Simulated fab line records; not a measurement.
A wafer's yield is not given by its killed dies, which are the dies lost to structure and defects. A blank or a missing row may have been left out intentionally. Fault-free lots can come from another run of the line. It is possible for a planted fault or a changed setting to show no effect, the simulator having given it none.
Lot-split experiment :: flow n5Finfet :: 21 wafers read from 7 lots, route of 1938 steps

ABOUT THE SPLIT
At N5_FIN_SAQP_DESCUM_21 (chemistry O2, time 7.9 s), the setting timeS was moved away from the recipe's 7.9 s on 6 of the 21 wafers read, by +10.1% to +12.4%. The other wafers ran this setting at the recipe's value.

No step appears in the file between the split and the reading.

THE READING
CAR-ArF_of_FIN_SAQP_COAT_10.thkNm (the simulator's own value, which no gauge read), in nm, at N5_FIN_SAQP_ETCH_51 (etches SiARC in CF4, target depth 45.5 nm, time 75.8 s). The file gives no usual value for it. The 15 wafers here that ran the recipe average 50.88 nm, standard deviation 0.22 nm.

wafer: L074.1
tool, chamber at the split: rieDiel-05, 2
timeS as run, s: 7.9
against the recipe: recipe
CAR-ArF_of_FIN_SAQP_COAT_10.thkNm, nm: 51.18
against lot-mates on the recipe: -

wafer: L074.3
tool, chamber at the split: rieDiel-05, 1
timeS as run, s: 8.881
against the recipe: +12.4%
CAR-ArF_of_FIN_SAQP_COAT_10.thkNm, nm: 50.13
against lot-mates on the recipe: -1.05

wafer: L074.6
tool, chamber at the split: rieDiel-05, 2
timeS as run, s: 8.881
against the recipe: +12.4%
CAR-ArF_of_FIN_SAQP_COAT_10.thkNm, nm: 50.18
against lot-mates on the recipe: -1.00

wafer: L076.2
tool, chamber at the split: rieDiel-04, 2
timeS as run, s: 8.77
against the recipe: +11.0%
CAR-ArF_of_FIN_SAQP_COAT_10.thkNm, nm: 50.02
against lot-mates on the recipe: -0.97

wafer: L076.3
tool, chamber at the split: rieDiel-04, 0
timeS as run, s: 8.77
against the recipe: +11.0%
CAR-ArF_of_FIN_SAQP_COAT_10.thkNm, nm: 50.29
against lot-mates on the recipe: -0.70

wafer: L076.4
tool, chamber at the split: rieDiel-04, 3
timeS as run, s: 7.9
against the recipe: recipe
CAR-ArF_of_FIN_SAQP_COAT_10.thkNm, nm: 50.99
against lot-mates on the recipe: -

wafer: L078.4
tool, chamber at the split: rieDiel-05, 3
timeS as run, s: 7.9
against the recipe: recipe
CAR-ArF_of_FIN_SAQP_COAT_10.thkNm, nm: 50.99
against lot-mates on the recipe: -

wafer: L078.5
tool, chamber at the split: rieDiel-05, 2
timeS as run, s: 8.698
against the recipe: +10.1%
CAR-ArF_of_FIN_SAQP_COAT_10.thkNm, nm: 50.56
against lot-mates on the recipe: -0.43

wafer: L078.6
tool, chamber at the split: rieDiel-05, 0
timeS as run, s: 8.698
against the recipe: +10.1%
CAR-ArF_of_FIN_SAQP_COAT_10.thkNm, nm: 50.73
against lot-mates on the recipe: -0.26

wafer: L082.2
tool, chamber at the split: rieDiel-05, 0
timeS as run, s: 7.9
against the recipe: recipe
CAR-ArF_of_FIN_SAQP_COAT_10.thkNm, nm: 50.64
against lot-mates on the recipe: -

wafer: L082.4
tool, chamber at the split: rieDiel-05, 2,1
timeS as run, s: 7.9
against the recipe: recipe
CAR-ArF_of_FIN_SAQP_COAT_10.thkNm, nm: 50.59
against lot-mates on the recipe: -

wafer: L082.6
tool, chamber at the split: rieDiel-05, 2,1
timeS as run, s: 7.9
against the recipe: recipe
CAR-ArF_of_FIN_SAQP_COAT_10.thkNm, nm: 50.57
against lot-mates on the recipe: -

wafer: L084.2
tool, chamber at the split: rieDiel-05, 3
timeS as run, s: 7.9
against the recipe: recipe
CAR-ArF_of_FIN_SAQP_COAT_10.thkNm, nm: 50.75
against lot-mates on the recipe: -

wafer: L084.4
tool, chamber at the split: rieDiel-05, 2
timeS as run, s: 7.9
against the recipe: recipe
CAR-ArF_of_FIN_SAQP_COAT_10.thkNm, nm: 50.91
against lot-mates on the recipe: -

wafer: L084.6
tool, chamber at the split: rieDiel-05, 1
timeS as run, s: 7.9
against the recipe: recipe
CAR-ArF_of_FIN_SAQP_COAT_10.thkNm, nm: 50.8
against lot-mates on the recipe: -

wafer: L085.3
tool, chamber at the split: rieDiel-05, 3
timeS as run, s: 7.9
against the recipe: recipe
CAR-ArF_of_FIN_SAQP_COAT_10.thkNm, nm: 51.04
against lot-mates on the recipe: -

wafer: L085.4
tool, chamber at the split: rieDiel-05, 2
timeS as run, s: 7.9
against the recipe: recipe
CAR-ArF_of_FIN_SAQP_COAT_10.thkNm, nm: 51.06
against lot-mates on the recipe: -

wafer: L085.5
tool, chamber at the split: rieDiel-05, 1
timeS as run, s: 7.9
against the recipe: recipe
CAR-ArF_of_FIN_SAQP_COAT_10.thkNm, nm: 51.32
against lot-mates on the recipe: -

wafer: L093.1
tool, chamber at the split: rieDiel-05, 3
timeS as run, s: 7.9
against the recipe: recipe
CAR-ArF_of_FIN_SAQP_COAT_10.thkNm, nm: 50.96
against lot-mates on the recipe: -

wafer: L093.4
tool, chamber at the split: rieDiel-05, 2
timeS as run, s: 7.9
against the recipe: recipe
CAR-ArF_of_FIN_SAQP_COAT_10.thkNm, nm: 50.69
against lot-mates on the recipe: -

wafer: L093.6
tool, chamber at the split: rieDiel-05, 2
timeS as run, s: 7.9
against the recipe: recipe
CAR-ArF_of_FIN_SAQP_COAT_10.thkNm, nm: 50.69
against lot-mates on the recipe: -
Rows listing several chambers each stand for several wafers; the file does not say which wafer went through which chamber.

THE FIT
A straight line over all 21 wafers: CAR-ArF_of_FIN_SAQP_COAT_10.thkNm changes by -0.0516 nm for each +1% of timeS; r = -0.77; the points scatter about the line by 0.23 nm.
The same after taking each lot's own level away (the mean of its wafers on the recipe; 21 wafers): -0.0679 nm for each +1%; r = -0.92; scatter 0.16 nm.
On that fit, the largest move of timeS shifts the reading by 0.84 nm.
Measured against the standard deviation above, the lots' own levels, which go from 50.600 to 51.180 nm, span 2.7 times it.
So the lot-to-lot level blurs the effect unless lot-mates are compared.
Check: with one of the wafers moved furthest among these (+12.4%) left out of the fit, the line predicts -0.781 nm for it against its lot-mates. Against them it came out at -1.05 nm.

THE OTHER SPLITS THESE WAFERS WENT THROUGH
Other splits were also applied to these wafers ahead of the reading. Each is held against what the fit with the lots' levels taken away leaves over:
other split on the same wafers: N5_ZERO_LAYER_ETCH_18 biasW
wafers away from the commonest value: 10
r with CAR-ArF_of_FIN_SAQP_COAT_10.thkNm (lot level and that fit taken away): -0.20

other split on the same wafers: N5_PMOS_HMC_CHANNEL_EPI_EXPOSE_06 doseMj
wafers away from the commonest value: 8
r with CAR-ArF_of_FIN_SAQP_COAT_10.thkNm (lot level and that fit taken away): +0.55

other split on the same wafers: N5_PMOS_HMC_CHANNEL_EPI_PEB_07 pebTimeS
wafers away from the commonest value: 6
r with CAR-ArF_of_FIN_SAQP_COAT_10.thkNm (lot level and that fit taken away): +0.74

THE WHOLE CHAIN: every reading that the file lists as answering this split, in the file's order
step: N5_FIN_SAQP_DESCUM_21
what it does: chemistry O2, time 7.9 s
reading: CAR-ArF_of_FIN_SAQP_COAT_10.thkNm (the simulator's own value, which no gauge read)
change (the file's fit): -0.062 nm for each +1% of the setting
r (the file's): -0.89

step: N5_FIN_SAQP_ETCH_51
what it does: etches SiARC in CF4, target depth 45.5 nm, time 75.8 s
reading: CAR-ArF_of_FIN_SAQP_COAT_10.thkNm (the simulator's own value, which no gauge read)
change (the file's fit): -0.0673 nm for each +1% of the setting
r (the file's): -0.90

THE FILE'S OWN FIT
CAR-ArF_of_FIN_SAQP_COAT_10.thkNm changes by -0.0673 nm for each +1% of timeS, r = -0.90.
